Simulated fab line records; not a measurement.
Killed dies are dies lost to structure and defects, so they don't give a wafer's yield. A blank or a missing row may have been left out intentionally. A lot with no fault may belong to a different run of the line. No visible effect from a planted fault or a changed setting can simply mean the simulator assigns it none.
fab line records    flow n5_finfet    part 1 of 2: steps 1 to 20 of 28
[record] lots = 5  wafers = 15  last_day = 17
route steps=1938 shown BEOL_M4@1021
lots that met no fault: taken from a fault-free run of the same line
start_h: hours from the record's first day to the start of the lot's first wafer shown    wait_h: hours since the lot's step before    " repeats the value in the row above    L1.1+2: several wafers, shown together as one row    - no value present, or no start provided    * or withheld: withheld    < > ~ a bound
route shown NAME@n: NAME is a module with steps in the file, n the number in the route of the first one    usual: mean/standard deviation taken from wafers without a fault    same: alike in all rows    chamber/n: place in a boat    sites: readings site by site    _std_site: the standard deviation of these    _edge_site: outer sites' mean less inner sites'    radius_mm: how far each site lies from the wafer's centre    mask NAME#n: copy n    behind: the most recent tool/chamber to have shaped the wafer    hold: why the lot went on hold/how many hours it stayed there/how the hold came to an end    device: the n, p or np transistor that did not switch    end of line: tests run on the same wafers once the route is complete    a step given without rows: its recipe and nothing more    killed: the dies lost at the first sort to structure and to defects; this is not the yield of the wafer    map: per-die view of a wafer (x killed, . not killed, _ where there is no die)
set.NAME: the setting as run; set.NAME@STEP: as run at that earlier step    model.NAME: the simulator's own value behind a step, which no gauge read
lots at selected steps of the route; one table per step, one row per wafer
services: when a tool's chamber went out of use (start_h, in hours from the record's first day, below 0 if earlier), for how many hours, and the reason
[[steps]]
[step N5_BEOL_M4_ILD_DEP_00]
[recipe] material = SiOC  target_thk_a = 790  temp_c = 350  precursor = DEMS/O2  pressure_torr = 5  rf_w = 500  time_s = 15.3
[usual] heater_power_w = 472/59  rf_fwd_power_W = 492.9/1.9  showerhead_plenum_p_Torr = 5.702/0.014  throttle_valve_pct = 11.7/0.74
lot.wafer  tool      chamber  start_h  wait_h  heater_power_w  rf_fwd_power_W  showerhead_plenum_p_Torr  throttle_valve_pct
L080.1     pecvd-04  1        194.26   0.0     500             492.6           5.725                     11.7
L080.3     "         0        "        "       556             496.0           5.687                     12.4
L080.6     "         1        "        "       512             491.8           5.712                     11.7
L082.3     pecvd-02  1        199.59   0.0     473             491.8           5.726                     12.4
L082.4     "         2        "        "       364             491.6           5.705                     10.6
L082.5     "         1        "        "       468             493.6           5.718                     12.6
L084.1     pecvd-02  2        240.00   0.0     410             490.3           5.696                     10.6
L084.3     "         0        "        "       443             491.3           5.695                     11.7
L084.5     "         2        "        "       414             489.7           5.689                     10.4
L087.4     pecvd-04  0        245.64   0.1     581             495.0           5.702                     12.3
L087.5     "         2        "        "       485             492.6           5.701                     10.5
L087.6     "         1        "        "       530             495.3           5.700                     12.0
L095.1     pecvd-03  1        298.97   0.0     510             493.5           5.704                     12.3
L095.3     "         2        "        "       561             488.3           5.689                     11.7
L095.6     "         1        "        "       515             494.4           5.712                     12.2
[step N5_BEOL_M4_THK_MEAS_01]
[recipe] reads = SiOC_of_BEOL_M4_ILD_DEP_00
[usual] M4_ILD_THK = 79.5/1
lot.wafer  tool           chamber  start_h  wait_h  M4_ILD_THK[nm]
L080.1     film_metro-02  -        194.32   0.0     78.8
L080.3     "              -        "        "       78.5
L080.6     "              -        "        "       80.4
L082.3     film_metro-02  -        199.66   0.1     79.3
L082.4     "              -        "        "       80.6
L082.5     "              -        "        "       80.4
L084.1     film_metro-02  -        240.06   0.0     79.2
L084.3     "              -        "        "       80.0
L084.5     "              -        "        "       80.7
L087.4     film_metro-02  -        245.69   0.0     80.6
L087.5     "              -        "        "       80.4
L087.6     "              -        "        "       81.6
L095.1     film_metro-02  -        299.04   0.0     79.2
L095.3     "              -        "        "       79.2
L095.6     "              -        "        "       81.2
[step N5_BEOL_M4_PECVD_72]
[recipe] material = SiO2  target_thk_a = 160  temp_c = 400  precursor = TEOS/O2  pressure_torr = 5.5  rf_w = 450  teos_flow_sccm = 53.8  gas = O2  flow_sccm = 3000  time_s = 18
[usual] heater_power_w = 704/68  rf_fwd_power_W = 443.5/1.6  showerhead_plenum_p_Torr = 8.81/0.05  throttle_valve_pct = 22.0/1.3
lot.wafer  tool      chamber  start_h  wait_h  heater_power_w  rf_fwd_power_W  showerhead_plenum_p_Torr  throttle_valve_pct
L080.1     pecvd-02  1        194.36   0.0     675             444.1           8.85                      23.4
L080.3     "         2        "        "       622             441.7           8.78                      19.8
L080.6     "         2        "        "       627             442.2           8.76                      19.8
L082.3     pecvd-03  2        199.70   0.0     810             442.7           8.77                      21.3
L082.4     "         1        "        "       712             445.2           8.87                      23.0
L082.5     "         2        "        "       778             441.9           8.76                      21.2
L084.1     pecvd-03  2        240.10   0.0     842             444.6           8.78                      21.5
L084.3     "         0        "        "       673             440.6           8.84                      22.8
L084.5     "         0        "        "       666             443.5           8.83                      23.0
L087.4     pecvd-02  2        245.74   0.1     660             442.5           8.75                      20.1
L087.5     "         1        "        "       710             444.8           8.85                      23.2
L087.6     "         0        "        "       650             443.2           8.74                      21.9
L095.1     pecvd-02  2        299.08   0.0     693             442.1           8.75                      20.0
L095.3     "         1        "        "       650             443.7           8.85                      23.5
L095.6     "         1        "        "       659             444.3           8.84                      23.6
[step N5_BEOL_M4_HM_DEP_02]
[recipe] material = TiN  target_thk_a = 200  temp_c = 25  chamber_pressure_pa = 0.49996
[usual] throttle_valve_pct = 30.9/0.96
lot.wafer  tool            chamber  start_h  wait_h  throttle_valve_pct
L080.1     pvd_sputter-03  -        194.65   0.3     31.6
L080.3     "               -        "        "       30.6
L080.6     "               -        "        "       31.8
L082.3     pvd_sputter-02  -        200.11   0.4     32.7
L082.4     "               -        "        "       30.8
L082.5     "               -        "        "       31.3
L084.1     pvd_sputter-02  -        241.27   1.1     29.4
L084.3     "               -        "        "       30.6
L084.5     "               -        "        "       32.6
L087.4     pvd_sputter-03  -        246.94   1.2     30.6
L087.5     "               -        "        "       30.8
L087.6     "               -        "        "       31.7
L095.1     pvd_sputter-02  -        299.13   0.0     32.5
L095.3     "               -        "        "       31.2
L095.6     "               -        "        "       31.2
[step N5_BEOL_M4_COAT_61]
[recipe] resist = SOC  temp_c = 250  time_s = 60  spin_rpm = 1500  resist_thk_nm = 60
[usual] plate_temp_C = 249.98/0.17
lot.wafer  tool            chamber  start_h  wait_h  plate_temp_C
L080.1     litho_track-02  0        194.78   0.1     250.11
L080.3     "               0        "        "       250.03
L080.6     "               0        "        "       250.04
L082.3     litho_track-01  0        200.23   0.1     249.86
L082.4     "               0        "        "       249.97
L082.5     "               0        "        "       249.78
L084.1     litho_track-02  0        241.39   0.1     249.87
L084.3     "               0        "        "       249.64
L084.5     "               0        "        "       249.70
L087.4     litho_track-02  0        247.07   0.1     250.07
L087.5     "               0        "        "       250.07
L087.6     "               0        "        "       250.07
L095.1     litho_track-05  0        299.26   0.1     250.00
L095.3     "               0        "        "       249.84
L095.6     "               0        "        "       250.37
[step N5_BEOL_M4_COAT_62]
[recipe] resist = SiARC  temp_c = 220  time_s = 60  spin_rpm = 1500  resist_thk_nm = 12
[usual] plate_temp_C = 219.97/0.15
lot.wafer  tool            chamber  start_h  wait_h  plate_temp_C
L080.1     litho_track-02  0        -        -       220.09
L080.3     "               0        "        "       219.93
L080.6     "               0        "        "       219.96
L082.3     litho_track-01  0        -        -       220.03
L082.4     "               0        "        "       220.16
L082.5     "               0        "        "       220.09
L084.1     litho_track-02  0        -        -       219.83
L084.3     "               0        "        "       219.93
L084.5     "               0        "        "       219.93
L087.4     litho_track-02  0        -        -       220.36
L087.5     "               0        "        "       220.31
L087.6     "               0        "        "       220.19
L095.1     litho_track-05  0        -        -       220.15
L095.3     "               0        "        "       219.71
L095.6     "               0        "        "       220.07
[step N5_BEOL_M4_COAT_73]
[recipe] resist = underlayer  temp_c = 205  time_s = 60  spin_rpm = 1500  resist_thk_nm = 5
[usual] plate_temp_C = 205.00/0.15
lot.wafer  tool            chamber  start_h  wait_h  plate_temp_C
L080.1     litho_track-02  0        -        -       205.04
L080.3     "               0        "        "       204.90
L080.6     "               0        "        "       204.71
L082.3     litho_track-01  0        -        -       205.18
L082.4     "               0        "        "       204.93
L082.5     "               0        "        "       205.14
L084.1     litho_track-02  0        -        -       204.95
L084.3     "               0        "        "       204.88
L084.5     "               0        "        "       204.62
L087.4     litho_track-02  0        -        -       205.29
L087.5     "               0        "        "       205.06
L087.6     "               0        "        "       205.23
L095.1     litho_track-05  0        -        -       205.11
L095.3     "               0        "        "       204.99
L095.6     "               0        "        "       204.86
[step N5_BEOL_M4_COAT_05]
[recipe] resist = CAR-EUV  spin_rpm = 1500  resist_thk_nm = 30
lot.wafer   tool            chamber  start_h  wait_h
L080.1+3+6  litho_track-02  0        -        -
L082.3+4+5  litho_track-01  0        -        -
L084.1+3+5  litho_track-02  0        -        -
L087.4+5+6  litho_track-02  0        -        -
L095.1+3+6  litho_track-05  0        -        -
[step N5_BEOL_M4_EBR_07]
[recipe] solvent = PGMEA  ebr_width_mm = 1.5
lot.wafer   tool            chamber  start_h  wait_h
L080.1+3+6  litho_track-02  0        -        -
L082.3+4+5  litho_track-01  0        -        -
L084.1+3+5  litho_track-02  0        -        -
L087.4+5+6  litho_track-02  0        -        -
L095.1+3+6  litho_track-05  0        -        -
[step N5_BEOL_M4_SOFTBAKE_06]
[recipe] temp_c = 110  time_s = 60  resist = CAR-EUV
[usual] plate_temp_C = 110.01/0.14
lot.wafer  tool            chamber  start_h  wait_h  plate_temp_C
L080.1     litho_track-02  0        -        -       110.08
L080.3     "               0        "        "       110.21
L080.6     "               0        "        "       110.05
L082.3     litho_track-01  0        -        -       110.22
L082.4     "               0        "        "       110.24
L082.5     "               0        "        "       110.20
L084.1     litho_track-02  0        -        -       109.90
L084.3     "               0        "        "       109.96
L084.5     "               0        "        "       110.14
L087.4     litho_track-02  0        -        -       109.74
L087.5     "               0        "        "       109.97
L087.6     "               0        "        "       109.98
L095.1     litho_track-05  0        -        -       109.81
L095.3     "               0        "        "       109.89
L095.6     "               0        "        "       109.76
[step N5_BEOL_M4_EXPOSE_08]
[recipe] mask_id = M4  na = 0.33  source_shape = dipole  sigma_inner = 0.369  sigma_outer = 0.767  polarization = unpolarized  dose_mj = 41.25
[usual] exposure_dose_mJ_cm2 = 41.6/0.32
[same] sigma_inner = 0.369
lot.wafer  tool            chamber  start_h  wait_h  mask  exposure_dose_mJ_cm2
L080.1     euv_scanner-01  0        195.04   -       M4#0  41.5
L080.3     "               0        "        "       M4#0  41.6
L080.6     "               0        "        "       M4#0  41.5
L082.3     euv_scanner-01  0        200.39   -       M4#0  41.5
L082.4     "               0        "        "       M4#0  41.4
L082.5     "               0        "        "       M4#0  41.5
L084.1     euv_scanner-02  0        241.65   -       M4#0  41.2
L084.3     "               0        "        "       M4#0  41.2
L084.5     "               0        "        "       M4#0  41.2
L087.4     euv_scanner-02  0        247.23   -       M4#0  41.9
L087.5     "               0        "        "       M4#0  42.0
L087.6     "               0        "        "       M4#0  41.9
L095.1     euv_scanner-02  0        299.40   -       M4#0  42.0
L095.3     "               0        "        "       M4#0  42.0
L095.6     "               0        "        "       M4#0  42.1
[step N5_BEOL_M4_PEB_09]
[recipe] peb_temp_c = 100  peb_time_s = 60  resist = CAR-EUV
[usual] plate_temp_C = 100.00/0.12
[same] peb_time_s = 60
lot.wafer  tool            chamber  start_h  wait_h  plate_temp_C
L080.1     litho_track-02  0        195.11   0.1     99.94
L080.3     "               0        "        "       99.84
L080.6     "               0        "        "       99.97
L082.3     litho_track-01  0        200.44   0.0     100.11
L082.4     "               0        "        "       100.02
L082.5     "               0        "        "       99.90
L084.1     litho_track-05  0        241.72   0.1     99.71
L084.3     "               0        "        "       100.17
L084.5     "               0        "        "       100.08
L087.4     litho_track-01  0        247.27   0.0     100.09
L087.5     "               0        "        "       100.06
L087.6     "               0        "        "       100.00
L095.1     litho_track-05  0        299.46   0.1     100.04
L095.3     "               0        "        "       100.06
L095.6     "               0        "        "       100.13
[step N5_BEOL_M4_DEVELOP_10]
[recipe] develop_time_s = 30  developer = TMAH  resist = CAR-EUV  rinse_liquid = surfactant_rinse  dry = air_spin  dev_temp_c = 23
lot.wafer   tool            chamber  start_h  wait_h
L080.1+3+6  litho_track-02  0        -        -
L082.3+4+5  litho_track-01  0        -        -
L084.1+3+5  litho_track-05  0        -        -
L087.4+5+6  litho_track-01  0        -        -
L095.1+3+6  litho_track-05  0        -        -
[step N5_BEOL_M4_CD_MEAS_11]
[recipe] target_cd_nm = 16.79  landing_energy_ev = 500  detector = se_inlens  polarity = opening
[usual] cd_nm = 16.88/0.24
lot.wafer  tool       chamber  start_h  wait_h  cd_nm
L080.1     cd_sem-02  0        195.17   -       16.82
L080.3     "          0        "        "       17.12
L080.6     "          0        "        "       17.22
L082.3     cd_sem-02  0        200.51   -       17.10
L082.4     "          0        "        "       16.75
L082.5     "          0        "        "       16.83
L084.1     cd_sem-03  0        241.79   -       16.76
L084.3     "          0        "        "       16.46
L084.5     "          0        "        "       16.93
L087.4     cd_sem-01  0        247.34   -       16.92
L087.5     "          0        "        "       16.67
L087.6     "          0        "        "       16.78
L095.1     cd_sem-03  0        299.53   -       16.96
L095.3     "          0        "        "       16.86
L095.6     "          0        "        "       17.14
[step N5_BEOL_M4_OVL_MEAS_12]
[recipe] points_per_wafer = 522
[usual] M4_OVL = -0.1/0.63
[same] points_per_wafer = 522
lot.wafer  tool        chamber  start_h  wait_h  M4_OVL[nm]
L080.1     overlay-01  0        195.20   0.0     -1.0
L080.3     "           0        "        "       0.2
L080.6     "           0        "        "       0.3
L082.3     overlay-01  0        200.54   0.0     -0.5
L082.4     "           0        "        "       -0.8
L082.5     "           0        "        "       0.3
L084.1     overlay-01  0        241.82   0.0     0.6
L084.3     "           0        "        "       -0.4
L084.5     "           0        "        "       -0.4
L087.4     overlay-02  0        247.39   0.0     0.0
L087.5     "           0        "        "       0.9
L087.6     "           0        "        "       0.9
L095.1     overlay-02  0        299.56   0.0     -0.6
L095.3     "           0        "        "       -0.5
L095.6     "           0        "        "       0.2
[step N5_BEOL_M4_INSPECT_13]
[recipe] mode = adi  inspect_instrument = brightfield
[usual] raw_defect_count = 431/100
lot.wafer  tool               chamber  start_h  wait_h  raw_defect_count
L080.1     defect_inspect-02  -        195.26   0.1     311
L080.3     "                  -        "        "       464
L080.6     "                  -        "        "       337
L082.3     defect_inspect-02  -        200.59   0.0     385
L082.4     "                  -        "        "       299
L082.5     "                  -        "        "       319
L084.1     defect_inspect-01  -        241.87   0.1     448
L084.3     "                  -        "        "       400
L084.5     "                  -        "        "       289
L087.4     defect_inspect-02  -        247.43   0.0     301
L087.5     "                  -        "        "       372
L087.6     "                  -        "        "       307
L095.1     defect_inspect-02  -        299.62   0.1     541
L095.3     "                  -        "        "       447
L095.6     "                  -        "        "       332
[step N5_BEOL_M4_DESCUM_16]
[recipe] chemistry = O2  time_s = 7  source_power_w = 50  bias_power_w = 20  pressure_mtorr = 20  rf_frequency_hz = 2.712e+07  temp_c = 40  resist = CAR-EUV  o2_flow_sccm = 225
[usual] drypump_motor_current_A = 5.6/0.41  oes_product_au = 0.80/0.085  rf_fwd_power_W = 49.36/0.22  rf_vpp_V = 243.4/1.4  showerhead_plenum_p_Torr = 2.11/0.07  throttle_valve_pct = 20.47/0.16
lot.wafer  tool         chamber  start_h  wait_h  drypump_motor_current_A  oes_product_au  rf_fwd_power_W  rf_hours_counter_h  rf_vpp_V  showerhead_plenum_p_Torr  throttle_valve_pct
L080.1     rie_diel-06  2        195.30   0.0     5.2                      0.85            49.76           58                  245.3     2.21                      20.28
L080.3     "            3        "        "       5.1                      0.96            49.08           3                   244.0     2.16                      20.45
L080.6     "            1        "        "       6.2                      0.69            49.58           -                   242.2     1.97                      20.40
L082.3     rie_diel-05  1        200.75   0.2     5.9                      0.90            49.65           43                  242.8     2.03                      20.46
L082.4     "            2        "        "       5.8                      0.86            49.25           -                   241.9     2.05                      20.61
L082.5     "            1        "        "       5.9                      0.89            49.56           -                   242.4     2.03                      20.47
L084.1     rie_diel-06  2        242.62   0.7     5.3                      0.83            49.46           75                  245.7     2.21                      20.29
L084.3     "            0        "        "       5.4                      0.72            49.39           183                 243.8     2.08                      20.68
L084.5     "            0        "        "       5.3                      0.72            49.17           -                   242.3     2.08                      20.67
L087.4     rie_diel-01  1        247.58   0.1     6.1                      0.80            49.19           105                 242.6     2.11                      20.51
L087.5     "            0        "        "       5.4                      0.82            49.44           -                   243.7     2.14                      20.46
L087.6     "            3        "        "       5.6                      0.67            49.25           -                   243.9     2.15                      20.74
L095.1     rie_diel-06  2        299.96   0.3     5.3                      0.80            49.73           97                  245.6     2.20                      20.32
L095.3     "            0        "        "       5.3                      0.71            49.25           205                 243.1     2.07                      20.72
L095.6     "            2        "        "       5.3                      0.80            49.71           -                   245.6     2.20                      20.33
[step N5_BEOL_M4_ETCH_74]
[recipe] chemistry = N2/H2  target = underlayer  target_depth_a = 65  mask_material = CAR-EUV  time_s = 5.2  ion_energy_ev = 200  pressure_mtorr = 30  source_w = 840  bias_w = 150  n2_flow_sccm = 200  h2_flow_sccm = 200  ends = cleared
[usual] drypump_motor_current_A = 5.6/0.4  etch_rf_on_time_s = 5.17/0.095  oes_product_au = 0.69/0.075  rf_fwd_power_W = 819.4/2.5  rf_vpp_V = 524.2/2.5  showerhead_plenum_p_Torr = 2.55/0.08  throttle_valve_pct = 17.86/0.2
lot.wafer  tool         chamber  start_h  wait_h  drypump_motor_current_A  etch_rf_on_time_s  oes_product_au  rf_fwd_power_W  rf_hours_counter_h  rf_vpp_V  showerhead_plenum_p_Torr  throttle_valve_pct
L080.1     rie_diel-06  2        195.33   0.0     5.3                      5.18               0.73            824.2           58                  527.8     2.69                      17.71
L080.3     "            3        "        "       5.1                      5.09               0.83            821.4           3                   524.7     2.60                      17.62
L080.6     "            1        "        "       6.2                      5.34               0.60            818.3           -                   520.5     2.40                      18.01
L082.3     rie_diel-05  1        200.79   0.0     5.9                      5.10               0.77            815.1           43                  519.9     2.46                      17.87
L082.4     "            2        "        "       5.8                      5.04               0.75            817.8           -                   521.5     2.47                      17.89
L082.5     "            1        "        "       5.9                      5.06               0.77            814.3           -                   522.5     2.46                      17.89
L084.1     rie_diel-06  2        242.66   0.0     5.3                      5.16               0.71            816.6           75                  528.4     2.68                      17.72
L084.3     "            0        "        "       5.3                      5.22               0.61            822.3           183                 520.7     2.54                      18.18
L084.5     "            0        "        "       5.3                      5.18               0.62            822.4           -                   521.2     2.54                      18.22
L087.4     rie_diel-01  1        247.61   0.0     6.1                      5.21               0.69            821.4           105                 525.1     2.54                      17.79
L087.5     "            0        "        "       5.4                      5.22               0.71            818.1           -                   523.2     2.55                      17.68
L087.6     "            3        "        "       5.6                      5.30               0.58            820.8           -                   526.8     2.60                      18.10
L095.1     rie_diel-06  2        299.99   0.0     5.3                      5.14               0.69            816.7           97                  525.8     2.67                      17.76
L095.3     "            0        "        "       5.4                      5.19               0.61            817.7           205                 522.8     2.54                      18.26
L095.6     "            2        "        "       5.3                      5.18               0.69            818.6           -                   527.1     2.67                      17.76
[step N5_BEOL_M4_ETCH_63]
[recipe] chemistry = CF4  target = SiARC  target_depth_a = 156  mask_material = CAR-EUV  time_s = 26  ion_energy_ev = 80  pressure_mtorr = 40  source_w = 545  bias_w = 36  Ar_flow_sccm = 100  cf4_flow_sccm = 100  ends = cleared
[usual] drypump_motor_current_A = 5.6/0.41  etch_rf_on_time_s = 25.8/0.46  oes_product_au = 0.69/0.074  rf_fwd_power_W = 532.2/1.7  rf_vpp_V = 184.2/1.1  showerhead_plenum_p_Torr = 2.15/0.06  throttle_valve_pct = 15.59/0.21
lot.wafer  tool         chamber  start_h  wait_h  drypump_motor_current_A  etch_rf_on_time_s  oes_product_au  rf_fwd_power_W  rf_hours_counter_h  rf_vpp_V  showerhead_plenum_p_Torr  throttle_valve_pct
L080.1     rie_diel-06  2        195.35   0.0     5.3                      26.1               0.72            533.4           58                  184.2     2.25                      15.37
L080.3     "            3        "        "       5.1                      25.7               0.83            533.7           3                   185.0     2.20                      15.46
L080.6     "            1        "        "       6.1                      27.0               0.59            534.6           -                   182.0     2.04                      15.74
L082.3     rie_diel-05  1        200.80   0.0     5.9                      25.7               0.75            531.7           43                  182.4     2.08                      15.54
L082.4     "            2        "        "       5.8                      25.2               0.75            531.8           -                   182.5     2.08                      15.67
L082.5     "            1        "        "       5.9                      25.5               0.76            529.8           -                   183.6     2.08                      15.56
L084.1     rie_diel-06  2        242.68   0.0     5.3                      25.9               0.71            531.8           75                  183.7     2.24                      15.40
L084.3     "            0        "        "       5.3                      26.0               0.62            530.0           183                 184.1     2.13                      15.83
L084.5     "            0        "        "       5.3                      25.8               0.62            534.8           -                   183.8     2.13                      15.83
L087.4     rie_diel-01  1        247.63   0.0     6.1                      25.7               0.69            531.5           105                 184.7     2.16                      15.68
L087.5     "            0        "        "       5.4                      25.3               0.71            534.8           -                   184.3     2.16                      15.47
L087.6     "            3        "        "       5.6                      26.2               0.57            530.4           -                   184.8     2.20                      15.92
L095.1     rie_diel-06  2        300.01   0.0     5.3                      26.0               0.69            531.5           97                  185.4     2.23                      15.45
L095.3     "            0        "        "       5.3                      25.5               0.61            533.3           205                 183.4     2.13                      15.90
L095.6     "            2        "        "       5.3                      25.9               0.70            531.1           -                   184.9     2.23                      15.47
[step N5_BEOL_M4_ETCH_64]
[recipe] chemistry = N2/H2  target = SOC  target_depth_a = 750  overetch_a = 225  mask_material = SiARC  temp_c = 40  time_s = 121.9  ion_energy_ev = 200  pressure_mtorr = 30  source_w = 840  bias_w = 150  n2_flow_sccm = 200  h2_flow_sccm = 200
[usual] drypump_motor_current_A = 5.6/0.4  oes_product_au = 0.61/0.061  rf_fwd_power_W = 836.5/2.8  rf_vpp_V = 524.2/2.3  showerhead_plenum_p_Torr = 2.55/0.08  throttle_valve_pct = 17.82/0.2
lot.wafer  tool         chamber  start_h  wait_h  drypump_motor_current_A  oes_product_au  rf_fwd_power_W  rf_hours_counter_h  rf_vpp_V  showerhead_plenum_p_Torr  throttle_valve_pct
L080.1     rie_diel-06  2        195.38   0.0     5.3                      0.65            840.5           58                  529.3     2.69                      17.65
L080.3     "            3        "        "       5.1                      0.73            835.9           3                   525.3     2.60                      17.58
L080.6     "            1        "        "       6.1                      0.53            835.3           -                   520.0     2.40                      17.95
L082.3     rie_diel-05  1        200.83   0.0     5.9                      0.67            832.7           43                  520.9     2.46                      17.83
L082.4     "            2        "        "       5.8                      0.66            836.0           -                   522.2     2.47                      17.82
L082.5     "            1        "        "       5.9                      0.67            838.3           -                   521.7     2.46                      17.82
L084.1     rie_diel-06  2        242.70   0.0     5.3                      0.63            840.8           75                  529.2     2.68                      17.67
L084.3     "            0        "        "       5.3                      0.55            839.6           183                 523.7     2.54                      18.17
L084.5     "            0        "        "       5.3                      0.56            839.1           -                   523.6     2.54                      18.18
L087.4     rie_diel-01  1        247.66   0.0     6.1                      0.61            834.6           105                 523.9     2.54                      17.74
L087.5     "            0        "        "       5.4                      0.63            837.6           -                   524.3     2.55                      17.62
L087.6     "            3        "        "       5.6                      0.51            840.1           -                   526.6     2.60                      18.06
L095.1     rie_diel-06  2        300.04   0.0     5.3                      0.61            836.7           97                  528.1     2.67                      17.71
L095.3     "            0        "        "       5.3                      0.55            837.0           205                 522.5     2.54                      18.22
L095.6     "            2        "        "       5.3                      0.61            839.4           -                   528.5     2.67                      17.71
